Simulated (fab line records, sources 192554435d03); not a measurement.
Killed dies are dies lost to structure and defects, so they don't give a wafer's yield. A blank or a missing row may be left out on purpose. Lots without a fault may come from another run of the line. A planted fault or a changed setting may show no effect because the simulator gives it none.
A struck lot beside a sound one | flow n5_finfet | 35 steps out of a route of 1938
Sound: wafers L998.1, L998.4, L998.6. Struck: wafer L112.6. (L112.3, L112.5 of the same lot were not struck and are left out.) The cause comes at the end.
At each step with rows: each side's tool, then ch and its chambers, then its first start. Under that, the readings that differ: sound wafers | struck wafers | difference of the means | sigmas: that difference in standard deviations of wafers without a fault.
alike: readings whose means differ by less than 2 such deviations, and words and numbers that are the same on both sides. not compared: withheld readings, readings that some wafer has no value for, bounds like >300 that may hide the same value, and numbers for which the record gives no deviation and whose values overlap.
The two part at a step that has a row with sigmas, a row that says differs or no value, or rows on one side only. Numbers that don't overlap but have no deviation are shown without sigmas and don't part them. A reading that every wafer of one side lacks parts them only if that side has two wafers or more.

first, 9 steps without rows for these wafers: N5_PMOS_HMC_CHANNEL_EPI_SOFTBAKE_04 (time 60 s); N5_PMOS_HMC_CHANNEL_EPI_EXPOSE_06 (exposes mask PMOS HMC BLK, target cd 240 nm); N5_PMOS_HMC_CHANNEL_EPI_PEB_07 (peb time 60 s); N5_PMOS_HMC_CHANNEL_EPI_DEVELOP_08 (develop time 30 s); N5_PMOS_HMC_CHANNEL_EPI_DESCUM_14 (chemistry O2, time 7.9 s); N5_PMOS_HMC_CHANNEL_EPI_ETCH_32 (etches BARC in N2/H2, stops on SiO2, target depth 85.8 nm, time 50.3 s); N5_PMOS_HMC_CHANNEL_EPI_HM_OPEN_15 (chemistry CHF3/O2, target SiO2, target depth 40.6 nm, time 20.3 s); N5_PMOS_HMC_CHANNEL_EPI_STRIP_33 (strips in N2/H2); N5_PMOS_HMC_CHANNEL_EPI_STRIP_17 (strips in SPM, time 750 s).
N5_PMOS_HMC_CHANNEL_EPI_ETCH_38: etches SiO2 in CF4, target depth 1.5 nm.
  sound on rie_si-01 ch 0,1,3, day 1 23:41; struck on rie_si-01 ch 1, day 5 13:30
  alike: cf4_flow_sccm, drypump_motor_current_A, oes_product_au, throttle_valve_pct
  not compared: rf_hours_counter_h
then, 24 steps without rows for these wafers: N5_PMOS_HMC_CHANNEL_EPI_FIN_RECESS_16 (chemistry HBr/Cl2, target Si, target depth 54 nm, time 18 s); N5_PMOS_HMC_CHANNEL_EPI_PRECLEAN_36 (cleans in O3/DIW, time 45 s); N5_PMOS_HMC_CHANNEL_EPI_PRECLEAN_18 (cleans in DHF, time 30 s); N5_PMOS_HMC_CHANNEL_EPI_SRD_19 (time 30 s); N5_PMOS_HMC_CHANNEL_EPI_EPI_20 (deposits SiGe30, target thk 59 nm); N5_PMOS_HMC_CHANNEL_EPI_HM_STRIP_35 (strips SiO2 in dHF, material SiO2, target depth 39.6 nm, time 216 s); N5_PMOS_HMC_CHANNEL_EPI_SRD_39 (time 30 s); N5_PMOS_HMC_CHANNEL_EPI_CMP_21 (polishes SiGe30, target thk 54 nm); N5_PMOS_HMC_CHANNEL_EPI_PRECLEAN_40 (cleans in DHF, time 30 s); N5_PMOS_HMC_CHANNEL_EPI_PRECLEAN_37 (cleans in O3/DIW, time 45 s); N5_PMOS_HMC_CHANNEL_EPI_PRECLEAN_24 (cleans in DHF, time 30 s); N5_PMOS_HMC_CHANNEL_EPI_SRD_25 (time 30 s); N5_PMOS_HMC_CHANNEL_EPI_EPI_26 (deposits Si from SiH4/H2, target thk 3.8 nm, time 22.7 s); N5_FIN_SAQP_PRECLEAN_42 (cleans in O3/DIW, time 60 s); N5_FIN_SAQP_PRECLEAN_00 (cleans in SC1, time 60 s); N5_FIN_SAQP_PRECLEAN_44 (cleans in SC2, time 45 s); N5_FIN_SAQP_SRD_01 (time 30 s); N5_FIN_SAQP_ALD_61 (deposits SiO2, target thk 4 nm, pulse time 1 s, purge time 2 s); N5_FIN_SAQP_DENSIFY_62 (time 60 s); N5_FIN_SAQP_HM_DEP_03 (deposits SiNx from SiH4/NH3/N2, target thk 38 nm, time 33.6 s); N5_FIN_SAQP_PECVD_47 (deposits a-Si from SiH4/He, target thk 45 nm, time 36.3 s); N5_FIN_SAQP_PECVD_48 (deposits SiNx from SiH4/NH3/N2, target thk 25 nm, time 22.1 s); N5_FIN_SAQP_PECVD_06 (deposits a-Si from SiH4/He, target thk 60 nm, time 48.1 s); N5_FIN_SAQP_HM_DEP_72 (deposits SiO2 from SiH4/N2O, target thk 12 nm, time 7.2 s).
-- the record jumps here: 10 days lie between the struck wafers' starts before and after (it left off in module FIN_SAQP and takes up again in module PASSIVATION, whose first step shown is number 1936 of the route) --
N5_PASSIVATION_PROBE_49:
  the record has rows for the struck wafers here (prober-02, day 15 20:58) and none for the sound ones

WHERE THEY PART
Only at N5_PASSIVATION_PROBE_49, within this record.

WHY: what the simulator had put in
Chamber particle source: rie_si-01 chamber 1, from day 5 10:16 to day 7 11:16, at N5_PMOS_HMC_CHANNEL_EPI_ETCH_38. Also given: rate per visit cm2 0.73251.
